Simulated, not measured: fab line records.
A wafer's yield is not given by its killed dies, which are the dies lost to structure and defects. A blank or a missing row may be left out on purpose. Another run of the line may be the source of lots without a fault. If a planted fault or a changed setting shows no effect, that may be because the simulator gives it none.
fab line records :: flow nandHarc :: part 2 of 2: steps 23 to 33 of 33
[record]
  lots = 5
  wafers = 15
  lastDay = 27
route steps=1302 shown A_CHANNEL_HOLE_D1@485 A_CHANNEL_FILL_D1@490 A_DECK1_JOINT@518
lots that met no fault: from a run of the same line without faults
startH: hours from the record's opening day to when the first of the lot's shown wafers began :: waitH: hours elapsed since this lot's preceding step :: " identical to the entry in the row above :: L1.1+2: a single row standing in for several wafers :: - either no value or no given start :: * or withheld: withheld :: < > ~ a bound
route shown NAME@n: NAME is a module with steps in the file, n the number in the route of the first one :: usual: mean/standard deviation taken from wafers without a fault :: same: alike in all rows :: chamber/n: place in a boat :: sites: readings site by site :: _std_site: how widely they spread, as a standard deviation :: _edge_site: mean of outer sites minus mean of inner sites :: radiusMm: for every site, how far away it sits from the centre of the wafer :: mask NAME#n: copy n :: behind: the last tool/chamber to shape the wafer :: hold: why the lot went on hold/how many hours it stayed there/how the hold came to an end :: device: which transistor (n, p or np) failed to switch :: end of line: tests of these same wafers at the route's end :: for a step that has no rows: nothing shown but its recipe :: killed: dies that structure and defects cost at the first sort, which is not the same as the wafer's yield :: map: per-die view of a wafer (x killed, . not killed, _ where there is no die)
set.NAME: the setting as run; set.NAME@STEP: as run at that earlier step :: model.NAME: the simulator's own value behind a step, which no gauge read
certain route steps with their lots: each step a table, each wafer a row
services: the hour from which a tool's chamber was out of use, counted from the record's first day as startH (under 0 if before that day), plus the number of hours and why
[[steps]]
[step NHARC_A_CHANNEL_FILL_D1_ETCHBACK_08]
[recipe]
  targetDepthA = 2200
  timeS = 110
  c4f8FlowSccm = 20
  arFlowSccm = withheld
  rfW = 600
  biasW = 300
  chemistry = C4F8
[usual]
  oesProductAu = 0.94/0.034
  rfVppV = 441.5/2.6
lot.wafer: L075.2
tool: rieDiel-12
chamber: 3
startH: -
waitH: -
oesProductAu: 0.93
rfHoursCounterH: 10.2
rfVppV: 444.5

lot.wafer: L075.1
tool: rieDiel-12
chamber: 0
startH: -
waitH: -
oesProductAu: 0.90
rfHoursCounterH: 9.8
rfVppV: 439.7

lot.wafer: L075.4
tool: rieDiel-12
chamber: 1
startH: -
waitH: -
oesProductAu: 0.93
rfHoursCounterH: 8.9
rfVppV: 445.1

lot.wafer: L076.1
tool: rieDiel-12
chamber: 3
startH: -
waitH: -
oesProductAu: 0.92
rfHoursCounterH: 11.5
rfVppV: 443.9

lot.wafer: L076.3
tool: rieDiel-12
chamber: 0
startH: -
waitH: -
oesProductAu: 0.90
rfHoursCounterH: 11.2
rfVppV: 440.4

lot.wafer: L076.6
tool: rieDiel-12
chamber: 2
startH: -
waitH: -
oesProductAu: 0.92
rfHoursCounterH: -
rfVppV: 444.3

lot.wafer: L079.4
tool: rieDiel-12
chamber: 2
startH: -
waitH: -
oesProductAu: 0.99
rfHoursCounterH: 0.0
rfVppV: 444.8

lot.wafer: L079.1
tool: rieDiel-12
chamber: 1
startH: -
waitH: -
oesProductAu: 0.99
rfHoursCounterH: 0.1
rfVppV: 444.4

lot.wafer: L079.5
tool: rieDiel-12
chamber: 3
startH: -
waitH: -
oesProductAu: 0.99
rfHoursCounterH: -
rfVppV: 444.3

lot.wafer: L081.2
tool: rieDiel-12
chamber: 3
startH: -
waitH: -
oesProductAu: 0.99
rfHoursCounterH: 3.5
rfVppV: 443.7

lot.wafer: L081.3
tool: rieDiel-12
chamber: 0
startH: -
waitH: -
oesProductAu: 1.00
rfHoursCounterH: 3.0
rfVppV: 440.7

lot.wafer: L081.5
tool: rieDiel-12
chamber: 2
startH: -
waitH: -
oesProductAu: 1.00
rfHoursCounterH: -
rfVppV: 444.4

lot.wafer: L083.3
tool: rieDiel-12
chamber: 2
startH: -
waitH: -
oesProductAu: 0.91
rfHoursCounterH: 4.7
rfVppV: 443.3

lot.wafer: L083.4
tool: rieDiel-12
chamber: 0
startH: -
waitH: -
oesProductAu: 0.92
rfHoursCounterH: 3.5
rfVppV: 439.9

lot.wafer: L083.5
tool: rieDiel-12
chamber: 2
startH: -
waitH: -
oesProductAu: 0.92
rfHoursCounterH: -
rfVppV: 446.3
[step NHARC_A_CHANNEL_FILL_D1_STRIP_29]
[recipe]
  timeS = 20
  o2FlowSccm = 500
  arFlowSccm = 0
  biasW = 0
  chemistry = O2
[usual]
  drypumpMotorCurrentA = 5.5/0.33
  oesProductAu = 0.997/0.01
  rfVppV = 57.8/0.93
  showerheadPlenumPTorr = 3.56/0.13
  throttleValvePct = 17.038/0.01
lot.wafer: L075.1
tool: rieDiel-12
chamber: 2
startH: -
waitH: -
drypumpMotorCurrentA: 5.8
oesProductAu: 0.997
rfHoursCounterH: 9.4
rfVppV: 59.8
showerheadPlenumPTorr: 3.73
throttleValvePct: 17.046

lot.wafer: L075.2
tool: rieDiel-12
chamber: 3
startH: -
waitH: -
drypumpMotorCurrentA: 5.9
oesProductAu: 1.000
rfHoursCounterH: 10.2
rfVppV: 59.0
showerheadPlenumPTorr: 3.69
throttleValvePct: 17.013

lot.wafer: L075.4
tool: rieDiel-12
chamber: 0
startH: -
waitH: -
drypumpMotorCurrentA: 5.6
oesProductAu: 0.988
rfHoursCounterH: 9.9
rfVppV: 56.1
showerheadPlenumPTorr: 3.47
throttleValvePct: 17.036

lot.wafer: L076.3
tool: rieDiel-12
chamber: 0
startH: -
waitH: -
drypumpMotorCurrentA: 5.6
oesProductAu: 0.978
rfHoursCounterH: 11.2
rfVppV: 58.4
showerheadPlenumPTorr: 3.47
throttleValvePct: 17.027

lot.wafer: L076.1
tool: rieDiel-12
chamber: 2
startH: -
waitH: -
drypumpMotorCurrentA: 5.7
oesProductAu: 0.994
rfHoursCounterH: 10.8
rfVppV: 57.9
showerheadPlenumPTorr: 3.73
throttleValvePct: 17.049

lot.wafer: L076.6
tool: rieDiel-12
chamber: 1
startH: -
waitH: -
drypumpMotorCurrentA: 5.5
oesProductAu: 1.004
rfHoursCounterH: -
rfVppV: 56.7
showerheadPlenumPTorr: 3.70
throttleValvePct: 17.041

lot.wafer: L079.4
tool: rieDiel-12
chamber: 0
startH: -
waitH: -
drypumpMotorCurrentA: 5.6
oesProductAu: 0.988
rfHoursCounterH: 0.1
rfVppV: 58.5
showerheadPlenumPTorr: 3.47
throttleValvePct: 17.038

lot.wafer: L079.1
tool: rieDiel-12
chamber: 2
startH: -
waitH: -
drypumpMotorCurrentA: 5.8
oesProductAu: 0.992
rfHoursCounterH: 0.1
rfVppV: 57.8
showerheadPlenumPTorr: 3.73
throttleValvePct: 17.032

lot.wafer: L079.5
tool: rieDiel-12
chamber: 3
startH: -
waitH: -
drypumpMotorCurrentA: 5.9
oesProductAu: 0.982
rfHoursCounterH: -
rfVppV: 58.6
showerheadPlenumPTorr: 3.69
throttleValvePct: 17.032

lot.wafer: L081.3
tool: rieDiel-12
chamber: 0
startH: -
waitH: -
drypumpMotorCurrentA: 5.6
oesProductAu: 0.984
rfHoursCounterH: 3.1
rfVppV: 58.1
showerheadPlenumPTorr: 3.47
throttleValvePct: 17.039

lot.wafer: L081.2
tool: rieDiel-12
chamber: 3
startH: -
waitH: -
drypumpMotorCurrentA: 5.9
oesProductAu: 0.999
rfHoursCounterH: 3.5
rfVppV: 56.8
showerheadPlenumPTorr: 3.69
throttleValvePct: 17.030

lot.wafer: L081.5
tool: rieDiel-12
chamber: 1
startH: -
waitH: -
drypumpMotorCurrentA: 5.5
oesProductAu: 0.982
rfHoursCounterH: -
rfVppV: 58.9
showerheadPlenumPTorr: 3.70
throttleValvePct: 17.024

lot.wafer: L083.4
tool: rieDiel-12
chamber: 2
startH: -
waitH: -
drypumpMotorCurrentA: 5.7
oesProductAu: 0.985
rfHoursCounterH: 4.7
rfVppV: 59.8
showerheadPlenumPTorr: 3.72
throttleValvePct: 17.036

lot.wafer: L083.3
tool: rieDiel-12
chamber: 1
startH: -
waitH: -
drypumpMotorCurrentA: 5.5
oesProductAu: 0.994
rfHoursCounterH: 4.1
rfVppV: 58.3
showerheadPlenumPTorr: 3.70
throttleValvePct: 17.054

lot.wafer: L083.5
tool: rieDiel-12
chamber: 3
startH: -
waitH: -
drypumpMotorCurrentA: 5.9
oesProductAu: 0.995
rfHoursCounterH: -
rfVppV: 59.1
showerheadPlenumPTorr: 3.69
throttleValvePct: 17.055
[step NHARC_A_CHANNEL_FILL_D1_PRECLEAN_30]
[recipe]
  timeS = 30
  chemistry = dHF
lot.wafer: L075.2+1+4
tool: wetBench-04
chamber: 3,5,6
startH: 211.58
waitH: -

lot.wafer: L076.3+6+1
tool: wetBench-09
chamber: 2,5,7
startH: 233.26
waitH: -

lot.wafer: L079.5+4+1
tool: wetBench-09
chamber: 6,7,0
startH: 259.02
waitH: -

lot.wafer: L081.5+3+2
tool: wetBench-04
chamber: 2,3,5
startH: 296.34
waitH: -

lot.wafer: L083.3+4+5
tool: wetBench-04
chamber: 0,2,3
startH: 305.76
waitH: -
[step NHARC_A_CHANNEL_FILL_D1_SRD_31]
lot.wafer: L075.2+1+4
tool: wetBench-04
chamber: 3,5,6
startH: 211.61
waitH: 0.0

lot.wafer: L076.3+6+1
tool: wetBench-09
chamber: 2,5,7
startH: 233.29
waitH: 0.0

lot.wafer: L079.5+4+1
tool: wetBench-09
chamber: 6,7,0
startH: 259.04
waitH: 0.0

lot.wafer: L081.5+3+2
tool: wetBench-04
chamber: 2,3,5
startH: 296.36
waitH: 0.0

lot.wafer: L083.3+4+5
tool: wetBench-04
chamber: 0,2,3
startH: 305.78
waitH: 0.0
[step NHARC_A_CHANNEL_FILL_D1_CVD_09]
[recipe]
  targetThkA = 1500
  tempC = 620
  pressureMtorr = 200
  timeS = 3000
  material = poly-Si
[usual]
  pressureMtorr = 200.1/0.39
  spikeTcCentreC = 621.0/0.97
  zonePowerLowerPct = 8.8/0.5
  zonePowerUpperPct = 9.0/0.74
lot.wafer: L075.1
tool: lpcvdPoly-04
chamber: 0
startH: 213.95
waitH: 2.3
pressureMtorr: 200.4
spikeTcCentreC: 620.7
zonePowerLowerPct: 9.1
zonePowerUpperPct: 8.4

lot.wafer: L075.2
tool: lpcvdPoly-04
chamber: 0
startH: 213.95
waitH: 2.3
pressureMtorr: 200.8
spikeTcCentreC: 621.0
zonePowerLowerPct: 9.0
zonePowerUpperPct: 8.2

lot.wafer: L075.4
tool: lpcvdPoly-04
chamber: 0
startH: 213.95
waitH: 2.3
pressureMtorr: 200.0
spikeTcCentreC: 622.1
zonePowerLowerPct: 9.1
zonePowerUpperPct: 8.3

lot.wafer: L076.1
tool: lpcvdPoly-04
chamber: 0
startH: 235.63
waitH: 2.3
pressureMtorr: 200.7
spikeTcCentreC: 622.7
zonePowerLowerPct: 9.2
zonePowerUpperPct: 8.2

lot.wafer: L076.3
tool: lpcvdPoly-04
chamber: 0
startH: 235.63
waitH: 2.3
pressureMtorr: 200.7
spikeTcCentreC: 621.8
zonePowerLowerPct: 9.0
zonePowerUpperPct: 8.3

lot.wafer: L076.6
tool: lpcvdPoly-04
chamber: 0
startH: 235.63
waitH: 2.3
pressureMtorr: 200.5
spikeTcCentreC: 619.6
zonePowerLowerPct: 9.2
zonePowerUpperPct: 8.4

lot.wafer: L079.1
tool: lpcvdPoly-01
chamber: 0
startH: 261.31
waitH: 2.3
pressureMtorr: 200.1
spikeTcCentreC: 622.4
zonePowerLowerPct: 8.1
zonePowerUpperPct: 9.1

lot.wafer: L079.4
tool: lpcvdPoly-01
chamber: 0
startH: 261.31
waitH: 2.3
pressureMtorr: 200.4
spikeTcCentreC: 621.1
zonePowerLowerPct: 8.2
zonePowerUpperPct: 9.3

lot.wafer: L079.5
tool: lpcvdPoly-01
chamber: 0
startH: 261.31
waitH: 2.3
pressureMtorr: 200.9
spikeTcCentreC: 620.3
zonePowerLowerPct: 8.3
zonePowerUpperPct: 9.0

lot.wafer: L081.2
tool: lpcvdPoly-01
chamber: 0
startH: 298.63
waitH: 2.3
pressureMtorr: 200.1
spikeTcCentreC: 621.7
zonePowerLowerPct: 8.2
zonePowerUpperPct: 9.0

lot.wafer: L081.3
tool: lpcvdPoly-01
chamber: 0
startH: 298.63
waitH: 2.3
pressureMtorr: 200.0
spikeTcCentreC: 621.8
zonePowerLowerPct: 8.4
zonePowerUpperPct: 9.2

lot.wafer: L081.5
tool: lpcvdPoly-01
chamber: 0
startH: 298.63
waitH: 2.3
pressureMtorr: 200.4
spikeTcCentreC: 620.5
zonePowerLowerPct: 8.3
zonePowerUpperPct: 9.1

lot.wafer: L083.3
tool: lpcvdPoly-04
chamber: 0
startH: 308.12
waitH: 2.3
pressureMtorr: 200.3
spikeTcCentreC: 620.4
zonePowerLowerPct: 9.3
zonePowerUpperPct: 8.3

lot.wafer: L083.4
tool: lpcvdPoly-04
chamber: 0
startH: 308.12
waitH: 2.3
pressureMtorr: 200.3
spikeTcCentreC: 621.2
zonePowerLowerPct: 9.1
zonePowerUpperPct: 8.3

lot.wafer: L083.5
tool: lpcvdPoly-04
chamber: 0
startH: 308.12
waitH: 2.3
pressureMtorr: 200.5
spikeTcCentreC: 622.0
zonePowerLowerPct: 9.0
zonePowerUpperPct: 8.3
[step NHARC_A_CHANNEL_FILL_D1_CMP_10]
[recipe]
  targetThkNm = 150
[usual]
  motorCurrentA = 12.0/1.3
  timeToEndpointS = 14.4/2.4
lot.wafer: L075.1
tool: cmp-03
chamber: 1
startH: 217.16
waitH: 0.4
motorCurrentA: 10.7
timeToEndpointS: 17.0

lot.wafer: L075.4
tool: cmp-03
chamber: 2
startH: 217.16
waitH: 0.4
motorCurrentA: 13.0
timeToEndpointS: 13.9

lot.wafer: L075.2
tool: cmp-03
chamber: 0
startH: 217.16
waitH: 0.4
motorCurrentA: 11.3
timeToEndpointS: 15.8

lot.wafer: L076.1
tool: cmp-04
chamber: 1
startH: 238.89
waitH: 0.4
motorCurrentA: 12.3
timeToEndpointS: 15.2

lot.wafer: L076.3
tool: cmp-04
chamber: 3
startH: 238.89
waitH: 0.4
motorCurrentA: 14.7
timeToEndpointS: 12.1

lot.wafer: L076.6
tool: cmp-04
chamber: 1
startH: 238.89
waitH: 0.4
motorCurrentA: 12.8
timeToEndpointS: 15.5

lot.wafer: L079.1
tool: cmp-01
chamber: 0
startH: 264.55
waitH: 0.4
motorCurrentA: 11.6
timeToEndpointS: 16.7

lot.wafer: L079.4
tool: cmp-01
chamber: 1
startH: 264.55
waitH: 0.4
motorCurrentA: 11.5
timeToEndpointS: 15.7

lot.wafer: L079.5
tool: cmp-01
chamber: 3
startH: 264.55
waitH: 0.4
motorCurrentA: 13.7
timeToEndpointS: 17.1

lot.wafer: L081.3
tool: cmp-03
chamber: 1
startH: 301.79
waitH: 0.4
motorCurrentA: 11.4
timeToEndpointS: 12.1

lot.wafer: L081.2
tool: cmp-03
chamber: 0
startH: 301.79
waitH: 0.4
motorCurrentA: 11.7
timeToEndpointS: 11.8

lot.wafer: L081.5
tool: cmp-03
chamber: 1
startH: 301.79
waitH: 0.4
motorCurrentA: 11.5
timeToEndpointS: 12.1

lot.wafer: L083.3
tool: cmp-03
chamber: 0
startH: 311.40
waitH: 0.4
motorCurrentA: 11.1
timeToEndpointS: 17.9

lot.wafer: L083.4
tool: cmp-03
chamber: 1
startH: 311.40
waitH: 0.4
motorCurrentA: 12.1
timeToEndpointS: 14.4

lot.wafer: L083.5
tool: cmp-03
chamber: 3
startH: 311.40
waitH: 0.4
motorCurrentA: 11.2
timeToEndpointS: 10.0
[step NHARC_A_CHANNEL_FILL_D1_SRD_12]
lot.wafer: L075.4+2+1
tool: wetBench-09
chamber: 1,4,5
startH: 217.46
waitH: 0.0

lot.wafer: L076.1+3+6
tool: wetBench-07
chamber: 3,4,6
startH: 239.17
waitH: 0.0

lot.wafer: L079.4+5+1
tool: wetBench-07
chamber: 7,0,2
startH: 264.80
waitH: 0.0

lot.wafer: L081.3+5+2
tool: wetBench-04
chamber: 7,1,2
startH: 302.09
waitH: 0.0

lot.wafer: L083.5+3+4
tool: wetBench-04
chamber: 6,7,0
startH: 311.65
waitH: 0.0
[step NHARC_A_CHANNEL_FILL_D1_INSPECT_13]
[usual]
  rawDefectCount = 313/120
lot.wafer: L075.1
tool: defectInspect-01
chamber: -
startH: 217.57
waitH: 0.0
rawDefectCount: 256

lot.wafer: L075.2
tool: defectInspect-01
chamber: -
startH: 217.57
waitH: 0.0
rawDefectCount: 191

lot.wafer: L075.4
tool: defectInspect-01
chamber: -
startH: 217.57
waitH: 0.0
rawDefectCount: 352

lot.wafer: L076.1
tool: defectInspect-02
chamber: -
startH: 239.28
waitH: 0.0
rawDefectCount: 122

lot.wafer: L076.3
tool: defectInspect-02
chamber: -
startH: 239.28
waitH: 0.0
rawDefectCount: 134

lot.wafer: L076.6
tool: defectInspect-02
chamber: -
startH: 239.28
waitH: 0.0
rawDefectCount: 331

lot.wafer: L079.1
tool: defectInspect-01
chamber: -
startH: 264.91
waitH: 0.0
rawDefectCount: 176

lot.wafer: L079.4
tool: defectInspect-01
chamber: -
startH: 264.91
waitH: 0.0
rawDefectCount: 291

lot.wafer: L079.5
tool: defectInspect-01
chamber: -
startH: 264.91
waitH: 0.0
rawDefectCount: 251

lot.wafer: L081.2
tool: defectInspect-01
chamber: -
startH: 302.20
waitH: 0.0
rawDefectCount: 286

lot.wafer: L081.3
tool: defectInspect-01
chamber: -
startH: 302.20
waitH: 0.0
rawDefectCount: 216

lot.wafer: L081.5
tool: defectInspect-01
chamber: -
startH: 302.20
waitH: 0.0
rawDefectCount: 235

lot.wafer: L083.3
tool: defectInspect-01
chamber: -
startH: 311.77
waitH: 0.0
rawDefectCount: 286

lot.wafer: L083.4
tool: defectInspect-01
chamber: -
startH: 311.77
waitH: 0.0
rawDefectCount: 245

lot.wafer: L083.5
tool: defectInspect-01
chamber: -
startH: 311.77
waitH: 0.0
rawDefectCount: 514
[step NHARC_A_DECK1_JOINT_ETCHBACK_07]
[recipe]
  targetDepthA = 1050
  timeS = 26.9
  hbrFlowSccm = 150
  rfW = 350
  icpW = 350
  biasW = 60
  chemistry = HBr
[usual]
  drypumpMotorCurrentA = 5.5/0.45
  oesProductAu = 1.000/0.0091
  throttleValvePct = 23.265/0.0088
lot.wafer: L075.4
tool: rieSi-03
chamber: 2
startH: 217.63
waitH: 0.1
drypumpMotorCurrentA: 5.6
oesProductAu: 1.017
rfHoursCounterH: 0.1
throttleValvePct: 23.260

lot.wafer: L075.1
tool: rieSi-03
chamber: 3
startH: 217.63
waitH: 0.1
drypumpMotorCurrentA: 5.2
oesProductAu: 1.003
rfHoursCounterH: 0.1
throttleValvePct: 23.273

lot.wafer: L075.2
tool: rieSi-03
chamber: 1
startH: 217.63
waitH: 0.1
drypumpMotorCurrentA: 4.7
oesProductAu: 1.005
rfHoursCounterH: 0.0
throttleValvePct: 23.267

lot.wafer: L076.3
tool: rieSi-05
chamber: 1
startH: 239.34
waitH: 0.1
drypumpMotorCurrentA: 5.8
oesProductAu: 0.998
rfHoursCounterH: 0.9
throttleValvePct: 23.256

lot.wafer: L076.1
tool: rieSi-05
chamber: 3
startH: 239.34
waitH: 0.1
drypumpMotorCurrentA: 5.5
oesProductAu: 0.998
rfHoursCounterH: 1.0
throttleValvePct: 23.266

lot.wafer: L076.6
tool: rieSi-05
chamber: 2
startH: 239.34
waitH: 0.1
drypumpMotorCurrentA: 5.0
oesProductAu: 1.000
rfHoursCounterH: -
throttleValvePct: 23.265

lot.wafer: L079.1
tool: rieSi-06
chamber: 1
startH: 264.97
waitH: 0.1
drypumpMotorCurrentA: 5.9
oesProductAu: 0.996
rfHoursCounterH: 0.2
throttleValvePct: 23.274

lot.wafer: L079.4
tool: rieSi-06
chamber: 0
startH: 264.97
waitH: 0.1
drypumpMotorCurrentA: 6.0
oesProductAu: 1.002
rfHoursCounterH: 0.2
throttleValvePct: 23.261

lot.wafer: L079.5
tool: rieSi-06
chamber: 1
startH: 264.97
waitH: 0.1
drypumpMotorCurrentA: 5.9
oesProductAu: 0.997
rfHoursCounterH: -
throttleValvePct: 23.276

lot.wafer: L081.2
tool: rieSi-06
chamber: 0
startH: 302.28
waitH: 0.1
drypumpMotorCurrentA: 6.1
oesProductAu: 1.001
rfHoursCounterH: 0.4
throttleValvePct: 23.266

lot.wafer: L081.3
tool: rieSi-06
chamber: 2
startH: 302.28
waitH: 0.1
drypumpMotorCurrentA: 6.7
oesProductAu: 0.993
rfHoursCounterH: 0.6
throttleValvePct: 23.253

lot.wafer: L081.5
tool: rieSi-06
chamber: 0
startH: 302.28
waitH: 0.1
drypumpMotorCurrentA: 6.0
oesProductAu: 1.015
rfHoursCounterH: -
throttleValvePct: 23.264

lot.wafer: L083.3
tool: rieSi-05
chamber: 2
startH: 311.83
waitH: 0.1
drypumpMotorCurrentA: 5.0
oesProductAu: 1.003
rfHoursCounterH: 0.1
throttleValvePct: 23.263

lot.wafer: L083.4
tool: rieSi-05
chamber: 1
startH: 311.83
waitH: 0.1
drypumpMotorCurrentA: 5.8
oesProductAu: 0.998
rfHoursCounterH: 0.1
throttleValvePct: 23.261

lot.wafer: L083.5
tool: rieSi-05
chamber: 3
startH: 311.83
waitH: 0.1
drypumpMotorCurrentA: 5.5
oesProductAu: 1.006
rfHoursCounterH: -
throttleValvePct: 23.273
[step NHARC_A_DECK1_JOINT_ETCH_25]
[recipe]
  targetDepthA = 5
  chemistry = dHF
  material = SiO2
lot.wafer: L075.1+4+2
tool: wetBench-05
chamber: 3,5,6
startH: 217.87
waitH: 0.2

lot.wafer: L076.6+1+3
tool: wetBench-02
chamber: 0,1,2
startH: 239.50
waitH: 0.1

lot.wafer: L079.4+5+1
tool: wetBench-02
chamber: 1,4,5
startH: 265.12
waitH: 0.1

lot.wafer: L081.3+5+2
tool: wetBench-01
chamber: 6,7,0
startH: 302.41
waitH: 0.1

lot.wafer: L083.4+5+3
tool: wetBench-02
chamber: 6,1,3
startH: 311.97
waitH: 0.1
[step NHARC_A_DECK1_JOINT_ETCH_19]
[recipe]
  tempC = 25
  targetDepthA = 30
  chemistry = TMAH
  material = poly-Si
lot.wafer: L075.1+4+2
tool: wetBench-05
chamber: 3,5,6
startH: 217.91
waitH: 0.0

lot.wafer: L076.6+1+3
tool: wetBench-02
chamber: 0,1,2
startH: 239.54
waitH: 0.0

lot.wafer: L079.4+5+1
tool: wetBench-02
chamber: 1,4,5
startH: 265.16
waitH: 0.0

lot.wafer: L081.3+5+2
tool: wetBench-01
chamber: 6,7,0
startH: 302.45
waitH: 0.0

lot.wafer: L083.4+5+3
tool: wetBench-02
chamber: 6,1,3
startH: 312.01
waitH: 0.0
[[services]]
tool: aldHk-04
chamber: -
startH: 151.46
hours: 1.0
kind: repair

tool: wetBench-09
chamber: -
startH: 152.80
hours: 8.0
kind: pm

tool: rieDiel-04
chamber: -
startH: 153.90
hours: 9.0
kind: pm

tool: wetBench-06
chamber: -
startH: 169.60
hours: 8.0
kind: pm

tool: rieDiel-04
chamber: 0
startH: 175.26
hours: 10.0
kind: repair

tool: wetBench-09
chamber: -
startH: 180.01
hours: 1.7
kind: repair

tool: lpcvdPoly-02
chamber: -
startH: 182.00
hours: 26.0
kind: pm

tool: furnace-01
chamber: -
startH: 187.37
hours: 26.0
kind: pm

tool: aldHk-03
chamber: -
startH: 188.14
hours: 10.0
kind: pm

tool: wetBench-04
chamber: -
startH: 203.20
hours: 8.0
kind: pm

tool: lpcvdPoly-02
chamber: -
startH: 209.36
hours: 34.1
kind: repair

tool: rieDiel-12
chamber: 1
startH: 212.28
hours: 13.5
kind: repair

tool: wetBench-01
chamber: -
startH: 217.62
hours: 42.2
kind: repair

tool: wetBench-07
chamber: -
startH: 219.16
hours: 3.2
kind: repair

tool: wetBench-02
chamber: -
startH: 220.02
hours: 8.0
kind: pm

tool: rieDiel-04
chamber: -
startH: 230.46
hours: 1.1
kind: repair

tool: aldHk-04
chamber: -
startH: 234.10
hours: 10.0
kind: pm

tool: lpcvdPoly-01
chamber: -
startH: 234.72
hours: 7.7
kind: repair

tool: cmp-03
chamber: -
startH: 236.14
hours: 4.0
kind: pm

tool: rieDiel-12
chamber: -
startH: 244.40
hours: 9.0
kind: pm

tool: aldSinBatch-02
chamber: -
startH: 245.47
hours: 26.0
kind: pm

tool: wetBench-01
chamber: -
startH: 259.85
hours: 8.0
kind: pm

tool: rieDiel-12
chamber: 2
startH: 309.07
hours: 2.7
kind: repair

tool: wetBench-07
chamber: -
startH: 312.00
hours: 8.0
kind: pm
